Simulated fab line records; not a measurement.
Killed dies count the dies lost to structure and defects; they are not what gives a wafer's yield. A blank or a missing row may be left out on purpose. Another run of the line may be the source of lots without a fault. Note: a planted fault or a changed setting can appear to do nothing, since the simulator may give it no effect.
fab line records    flow n5-finfet
record lots=5  wafers=14  last-day=17
route steps=1938 shown BEOL_M4@1105 BEOL_M5@1112 PASSIVATION@1936
lots with no fault: from the same line, run without faults
start-h: the number of hours between the record's first day and the start of the first shown wafer of the lot    wait-h: hours from the lot's prior step to this one    " repeats the value in the row above    L1.1+2: one row covering several wafers at once    - either no value or no given start    * or withheld: withheld    < > ~ a bound
route shown NAME@n: NAME is a module with steps in the file, n the number in the route of the first one    usual: mean and standard deviation over wafers with no fault    same: alike in all rows    chamber/n: place in a boat    sites: readings site by site    _std_site: the standard deviation of these    _edge_site: inner sites' mean taken away from outer sites' mean    radius-mm: for every site, how far away it sits from the centre of the wafer    mask NAME#n: copy n    behind: the tool/chamber that last shaped the wafer    hold: reason for holding the lot/hours on hold/outcome of the hold    device: transistor that didn't switch, given as n, p or np    end of line: the tests these same wafers got at the end of their route    a step with no rows: only its recipe    killed: the dies lost at the first sort to structure and to defects; this is not the yield of the wafer    map: per-die view of a wafer (x killed, . not killed, _ where there is no die)
set.NAME: the setting the step ran with; set.NAME@STEP: the setting that earlier step ran with    model.NAME: the simulator's own value behind a step, which no gauge read
lots at selected steps of the route; one table per step, one row per wafer
services: the hour from which a tool's chamber was out of use, counted from the record's first day as start-h (under 0 if before that day), plus the number of hours and why
## steps
# step N5_BEOL_M4_PRE_CLEAN_60
# recipe gas=NH3/H2  time-s=15  temp-c=*  rf-power-w=300
# step N5_BEOL_M4_CO_CAP_55
# recipe material=Co  target-thk-a=20  temp-c=200  precursor=CCTBA/H2  pressure-torr=30  time-s=102.1
# step N5_BEOL_M4_PRE_CLEAN_56
# recipe gas=NH3  time-s=15  temp-c=withheld  rf-power-w=300
# step N5_BEOL_M4_DEP_57
# recipe material=SiCN  target-thk-a=80  temp-c=withheld  precursor=3MS/NH3  pressure-torr=3  rf-w=202  time-s=14
# step N5_BEOL_M5_ILD_DEP_00
# recipe material=SiCOH_lowk  target-thk-a=1406.4  temp-c=300  precursor=DEMS/porogen  pressure-torr=5  rf-w=500  time-s=25.9
# step N5_BEOL_M5_CURE_79
# recipe temp-c=385  time-s=240  ambient=He/Ar  material=SiCOH_lowk
# step N5_BEOL_M5_PECVD_70
# recipe material=SiO2  target-thk-a=160  temp-c=400  precursor=TEOS/O2  pressure-torr=5.5  rf-w=450  teos-flow-sccm=53.8  gas=O2  flow-sccm=3000  time-s=18
# step N5_BEOL_M5_HM_DEP_02
# recipe material=TiN  target-thk-a=200  temp-c=25  chamber-pressure-pa=0.49996
# usual throttle-valve-pct=30.1/1.1
lot.wafer  tool            chamber  start-h  wait-h  throttle-valve-pct  model.TiN_of_BEOL_M5_HM_DEP_02.thk-nm
L464.2     pvd-sputter-01  -        216.47   2.7     30.5                19.6
L464.3     "               -        "        "       29.7                19.6
L464.6     "               -        "        "       29.6                19.8
L465.2     pvd-sputter-01  -        217.45   0.2     30.6                14.2
L465.4     "               -        "        "       29.1                20
L465.5     "               -        "        "       29.7                14.4
L466.2     pvd-sputter-01  -        220.84   1.9     29.5                14.2
L466.3     "               -        "        "       30.9                14.2
L466.6     "               -        "        "       28.5                19.8
L462.2     pvd-sputter-01  -        247.76   0.0     28.7                14
L462.3     "               -        "        "       31.1                14.2
L462.6     "               -        "        "       30.6                20
L478.3     pvd-sputter-03  -        308.71   1.9     30.1                20
L478.6     "               -        "        "       29.3                19.8
# step N5_BEOL_M5_COAT_59
# recipe resist=SOC  temp-c=250  time-s=60  spin-rpm=1500  resist-thk-nm=60
# step N5_BEOL_M5_COAT_60
# recipe resist=SiARC  temp-c=220  time-s=60  spin-rpm=1500  resist-thk-nm=12
# step N5_BEOL_M5_COAT_71
# recipe resist=underlayer  temp-c=205  time-s=60  spin-rpm=1500  resist-thk-nm=5
# step N5_BEOL_M5_COAT_05
# recipe resist=CAR-EUV  spin-rpm=1500  resist-thk-nm=30
# step N5_BEOL_M5_EBR_07
# recipe solvent=PGMEA  ebr-width-mm=1.5
# step N5_BEOL_M5_SOFTBAKE_06
# recipe temp-c=110  time-s=60  resist=CAR-EUV
# step N5_BEOL_M5_EXPOSE_08
# recipe mask-id=M5  na=0.33  source-shape=annular  sigma-inner=0.4  sigma-outer=0.8  polarization=unpolarized  target-cd-nm=28  dose-mj=35.75
# step N5_BEOL_M5_PEB_09
# recipe peb-temp-c=100  peb-time-s=60  resist=CAR-EUV
# step N5_BEOL_M5_DEVELOP_10
# recipe develop-time-s=30  developer=TMAH  resist=CAR-EUV  rinse-liquid=surfactant-rinse  dry=air-spin  dev-temp-c=23
# step N5_BEOL_M5_DESCUM_16
# recipe chemistry=O2  time-s=7  source-power-w=50  bias-power-w=20  pressure-mtorr=20  rf-frequency-hz=2.712e+07  temp-c=40  resist=CAR-EUV  o2-flow-sccm=225
# step N5_BEOL_M5_ETCH_72
# recipe chemistry=N2/H2  target=underlayer  target-depth-a=65  mask-material=CAR-EUV  time-s=5.2  ion-energy-ev=200  pressure-mtorr=30  source-w=840  bias-w=150  n2-flow-sccm=200  h2-flow-sccm=200  ends=cleared
# step N5_BEOL_M5_ETCH_61
# recipe chemistry=CF4  target=SiARC  target-depth-a=156  mask-material=CAR-EUV  time-s=26  ion-energy-ev=80  pressure-mtorr=40  source-w=545  bias-w=36  Ar_flow_sccm=100  cf4-flow-sccm=100  ends=cleared
# step N5_BEOL_M5_ETCH_62
# recipe chemistry=N2/H2  target=SOC  target-depth-a=750  overetch-a=150  mask-material=SiARC  temp-c=40  time-s=112.5  ion-energy-ev=200  pressure-mtorr=30  source-w=840  bias-w=150  n2-flow-sccm=200  h2-flow-sccm=200
# step N5_BEOL_M5_STRIP_63
# recipe chemistry=N2/H2  temp-c=40  n2-flow-sccm=200  h2-flow-sccm=200  rf-frequency-hz=6e+07
# step N5_BEOL_M5_STRIP_73
# recipe chemistry=N2/H2  temp-c=40  n2-flow-sccm=200  h2-flow-sccm=200  rf-frequency-hz=6e+07
# step N5_BEOL_M5_STRIP_64
# recipe chemistry=CF4  resist=SiARC  power-w=300  bias-power-w=75  pressure-mtorr=50  cf4-flow-sccm=150  rf-frequency-hz=6e+07
# step N5_BEOL_M5_HM_OPEN_17
# recipe chemistry=Cl2/BCl3  target-depth-a=200  overetch-a=60  target=TiN  mask-material=SOC  ion-energy-ev=150  pressure-mtorr=10  icp-w=1000  bias-w=126  Cl2_flow_sccm=53.25  bcl3-flow-sccm=21.75  Ar_flow_sccm=25
# usual bias-w=126.0/0.41  chamber-pressure-mTorr=10.001/0.0083  drypump-motor-current-A=5.8/0.5  oes-product-au=0.71/0.061  throttle-valve-pct=22.20/0.22
lot.wafer  tool          chamber  start-h  wait-h  bias-w  chamber-pressure-mTorr  drypump-motor-current-A  oes-product-au  rf-hours-counter-h  throttle-valve-pct  model.etch.depth-nm
L464.2     rie-metal-02  1        217.35   0.0     126.4   9.998                   6.4                      0.76            15                  22.18               19.66
L464.3     "             1        "        "       126.5   10.020                  6.4                      0.75            -                   22.16               19.63
L464.6     "             0        "        "       126.2   9.988                   5.1                      0.72            -                   22.32               19.75
L465.2     rie-metal-02  0        218.33   0.0     126.2   10.004                  5.1                      0.61            14                  22.50               14.22
L465.4     "             1        "        "       125.2   9.992                   6.4                      0.76            -                   22.17               20.03
L465.5     "             0        "        "       126.2   10.013                  5.1                      0.62            -                   22.49               14.35
L466.2     rie-metal-02  1        221.73   0.0     125.3   10.002                  6.4                      0.64            15                  22.37               14.11
L466.3     "             0        "        "       126.0   9.984                   5.1                      0.61            -                   22.49               14.12
L466.6     "             1        "        "       125.3   10.001                  6.4                      0.76            -                   22.16               19.7
L462.2     rie-metal-03  1        248.59   0.0     125.9   9.999                   5.8                      0.64            12                  22.08               14.06
L462.3     "             0        "        "       126.0   10.009                  5.7                      0.65            -                   22.22               14.25
L462.6     "             0        "        "       125.6   10.004                  5.7                      0.78            -                   22.02               20.08
L478.3     rie-metal-03  1        309.63   0.1     125.7   9.991                   5.8                      0.74            -                   21.91               20.08
L478.6     "             0        "        "       126.2   10.014                  5.7                      0.75            -                   22.04               19.87
# step N5_BEOL_M5_STRIP_19
# recipe chemistry=O2  power-w=400  temp-c=40  pressure-mtorr=30  rf-frequency-hz=6e+07  bias-power-w=0  overash-fraction=0.2  o2-flow-sccm=225
# step N5_BEOL_M5_COAT_65
# recipe resist=SOC  temp-c=250  time-s=60  spin-rpm=1500  resist-thk-nm=60
# step N5_BEOL_M5_COAT_66
# recipe resist=SiARC  temp-c=220  time-s=60  spin-rpm=1500  resist-thk-nm=12
# step N5_BEOL_M5_COAT_74
# recipe resist=underlayer  temp-c=205  time-s=60  spin-rpm=1500  resist-thk-nm=5
# step N5_BEOL_M5_COAT_22
# recipe resist=CAR-EUV  spin-rpm=1500  resist-thk-nm=30
# step N5_BEOL_M5_EBR_24
# recipe solvent=PGMEA  ebr-width-mm=1.5
# step N5_BEOL_M5_SOFTBAKE_23
# recipe temp-c=110  time-s=60  resist=CAR-EUV
# step N5_BEOL_M5_EXPOSE_25
# recipe mask-id=V4  na=0.33  source-shape=quasar  sigma-inner=0.2  sigma-outer=0.6  polarization=unpolarized  defocus-nm=10  dose-mj=52.75
# step N5_BEOL_M5_TRENCH_ETCH_37
# recipe chemistry=C4F6/O2  target-depth-a=716.52  target=SiCOH_lowk  time-s=24.7  ion-energy-ev=250  pressure-mtorr=30  source-w=345  bias-w=185  Ar_flow_sccm=300  C4F6_flow_sccm=10  O2_flow_sccm=10
# usual bias-w=185.0/0.52  chamber-pressure-mTorr=30.005/0.027  drypump-motor-current-A=5.66/0.29  oes-product-au=0.78/0.1  rf-vpp-V=670/7.3  showerhead-plenum-p-Torr=2.84/0.094  throttle-valve-pct=20.91/0.21
lot.wafer  tool         chamber  start-h  wait-h  bias-w  chamber-pressure-mTorr  drypump-motor-current-A  oes-product-au  rf-hours-counter-h  rf-vpp-V  showerhead-plenum-p-Torr  throttle-valve-pct  model.TiN_of_BEOL_M5_HM_DEP_02.thk-nm
L465.2     rie-diel-04  2        -        -       185.2   30.009                  5.79                     0.95            4                   661       2.82                      20.64               12.2
L465.4     "            1        "        "       184.2   30.008                  5.93                     0.71            182                 674       2.95                      20.89               18
L465.5     "            2        "        "       185.3   30.026                  5.78                     0.95            -                   661       2.82                      20.62               12.2
L466.2     rie-diel-04  2        -        -       185.1   30.001                  5.77                     0.95            4                   662       2.82                      20.66               12
L466.3     "            0        "        "       185.5   30.010                  5.71                     0.70            197                 677       2.83                      21.33               12
L466.6     "            0        "        "       185.4   29.985                  5.70                     0.69            -                   677       2.83                      21.31               17.6
L464.2     rie-diel-04  0        -        -       184.6   29.981                  5.68                     0.69            197                 678       2.83                      21.33               17.6
L464.3     "            1        "        "       185.2   29.987                  5.92                     0.72            183                 672       2.95                      20.88               17.6
L464.6     "            1        "        "       185.6   29.969                  5.91                     0.72            -                   674       2.95                      20.86               17.6
L462.2     rie-diel-02  0        -        -       185.0   29.976                  5.31                     0.70            201                 672       2.69                      20.84               12
L462.3     "            3        "        "       185.5   29.976                  5.49                     0.92            12                  669       2.79                      20.96               12
L462.6     "            2        "        "       185.3   29.995                  5.69                     0.95            -                   671       2.92                      20.63               18
L478.3     rie-diel-05  3        -        -       185.3   30.006                  6.31                     0.89            35                  682       3.01                      20.98               18
L478.6     "            1        "        "       185.3   30.033                  5.12                     0.83            -                   665       2.88                      20.73               17.8
# step N5_PASSIVATION_PROBE_49
# usual defect-limited-yield=91.2/1.6  killed_at_M0_to_M3=35/11  killed_at_M4_up=14/5.4  killed-at-contacts=13/6  killed-at-front-end=38/11  killed-at-other=3.4/2.6  killed-dies=104/19  killed-open=68/13  killed-short=34/8.5  sort_bin_5_function=5.1/1  sort_bin_6_memory=3.3/0.72  sort_bin_8_speed=0.1/0.9  sort-n-pass=1075/22  sort-yield-pct=91.1/1.9
# same gross-dies=1180  killed-at-back-side=0  sort_bin_4_leakage[%]=0
lot.wafer  tool       chamber  start-h  wait-h  defect-limited-yield[%]  killed_at_M0_to_M3  killed_at_M4_up  killed-at-contacts  killed-at-front-end  killed-at-other  killed-dies  killed-open  killed-short  sort_bin_5_function[%]  sort_bin_6_memory[%]  sort_bin_8_speed[%]  sort-n-pass  sort-yield-pct[%]
L466.2     prober-01  -        331.54   0.1     88.4                     38                  21               33                  44                   1                137          96           28            5.4                     4.9                   0                    1043         88.4
L466.3     prober-01  -        331.59   0.1     91.7                     30                  22               19                  27                   0                98           77           20            5.3                     2.8                   0                    1082         91.7
L466.6     prober-01  -        331.74   0.3     90.8                     36                  15               13                  42                   3                109          72           37            5.2                     3.8                   0                    1071         90.8
L464.2     prober-02  -        346.44   0.1     90.2                     32                  13               13                  50                   8                116          64           52            5.9                     3.5                   0                    1064         90.2
L464.3     prober-02  -        346.49   0.1     90.9                     33                  17               13                  35                   9                107          67           40            4.7                     4.0                   0                    1073         90.9
L464.6     prober-02  -        346.64   0.3     89.4                     26                  15               22                  55                   7                125          69           49            6.4                     3.4                   0                    1055         89.4
# killed by level:class
L466.2 MOL_CONTACT_COAG:geometric-particle:open=26 BEOL_M2:geometric-particle:open=16 HKMG_FIN:area-etch=12 FIN_SAQP:geometric-particle:open=10 MOL_CONTACT_COAG:geometric-particle:short=7 BEOL_M3:geometric-particle:open=6 STI_FIN_REVEAL:geometric-particle:open=5 BEOL_M1:geometric-particle:open=5
L466.3 MOL_CONTACT_COAG:geometric-particle:open=16 BEOL_M3:geometric-particle:open=9 BEOL_M5:geometric-particle:open=8 BEOL_M2:geometric-particle:open=7 BEOL_M4:geometric-particle:open=6 DUMMY_GATE:geometric-particle:open=5 BEOL_M2:geometric-particle:short=5 GATE_CUT:geometric-particle:open=4
L466.6 FIN_SAQP:geometric-particle:open=17 MOL_CONTACT_COAG:geometric-particle:open=10 FIN_SAQP:geometric-particle:short=8 BEOL_M3:geometric-particle:short=8 BEOL_M2:geometric-particle:open=7 BEOL_M4:geometric-particle:open=7 BEOL_M5:geometric-particle:open=6 BEOL_M0_SAQP:geometric-particle:short=5
L464.2 FIN_SAQP:geometric-particle:short=24 MOL_CONTACT_COAG:geometric-particle:open=13 BEOL_M0_SAQP:geometric-particle:short=12 FIN_SAQP:geometric-particle:open=8 BEOL_M4:geometric-particle:open=7 BEOL_M1:geometric-particle:open=7 BEOL_M0:geometric-particle:open=5 BEOL_M0_SAQP:geometric-particle:open=4
L464.3 FIN_SAQP:geometric-particle:short=10 MOL_CONTACT_COAG:geometric-particle:open=10 BEOL_M4:geometric-particle:open=8 BEOL_M3:geometric-particle:open=7 BEOL_M0:geometric-particle:open=5 BEOL_M2:geometric-particle:open=5 BEOL_M1:geometric-particle:open=5 STARTING-WAFER:geometric-particle:short=5
L464.6 FIN_SAQP:geometric-particle:short=19 MOL_CONTACT_COAG:geometric-particle:open=15 FIN_SAQP:geometric-particle:open=10 BEOL_M4:geometric-particle:open=8 MOL_CONTACT_COAG:geometric-particle:short=7 STI_FIN_REVEAL:geometric-particle:open=7 HKMG_FIN:area-etch=7 BEOL_M2:geometric-particle:open=6
## services
tool            chamber  start-h  hours  kind
rie-diel-04     2        193.49   -      clean
rie-diel-04     2        193.49   -      consumable-replace:focus-ring
rie-diel-04     2        193.49   13.0   scheduled-down
rie-diel-04     2        193.49   13.0   vent-cycle
rie-diel-02     2        206.43   -      clean
rie-diel-02     2        206.43   -      consumable-replace:focus-ring
rie-diel-02     2        206.43   20.5   scheduled-down
rie-diel-02     2        206.43   20.5   vent-cycle
rie-diel-04     0        207.73   1.7    repair
rie-diel-02     1        228.55   -      clean
rie-diel-02     1        228.55   -      consumable-replace:focus-ring
rie-diel-02     1        228.55   24.3   scheduled-down
rie-diel-02     1        228.55   24.3   vent-cycle
rie-metal-02    -        235.86   2.8    pm
pvd-sputter-03  -        239.40   1.2    repair
rie-diel-04     2        240.24   10.5   repair
rie-diel-02     -        257.01   2.8    pm
rie-diel-02     3        261.30   17.6   repair
rie-diel-04     3        301.26   -      clean
rie-diel-04     3        301.26   -      consumable-replace:focus-ring
rie-diel-04     3        301.26   -      consumable-replace:showerhead
rie-diel-02     1        307.24   11.4   repair
## key
first-sign none at tools or gauges
model-effect step=N5_BEOL_M5_HM_DEP_02  value=TiN_of_BEOL_M5_HM_DEP_02.thk-nm  without=19.9  struck=14.2
model-effect step=N5_BEOL_M5_HM_OPEN_17  value=etch.depth-nm  without=19.9  struck=14.18
model-effect step=N5_BEOL_M5_TRENCH_ETCH_37  value=TiN_of_BEOL_M5_HM_DEP_02.thk-nm  without=17.83  struck=12.07
met-at N5_BEOL_M5_HM_DEP_02
struck-wafers L462.2,L462.3,L465.2,L465.5,L466.2,L466.3
baseline-loss step=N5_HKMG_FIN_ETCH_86  wafers=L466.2
onset-between 216.47 217.45
fault kind=process-parameter-drift  tool=pvd-sputter-01  chamber=-  onset-h=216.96  steps=N5_BEOL_M5_HM_DEP_02  channel=target-thk-a  offset=*  shape=step  end-h=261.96  scope=struck-wafers-only  acts-in=*  stated=*
# baseline-loss: these wafers lose ten dies or more at that step, a loss of the line's own and not of a fault; the sort's usual values leave them out
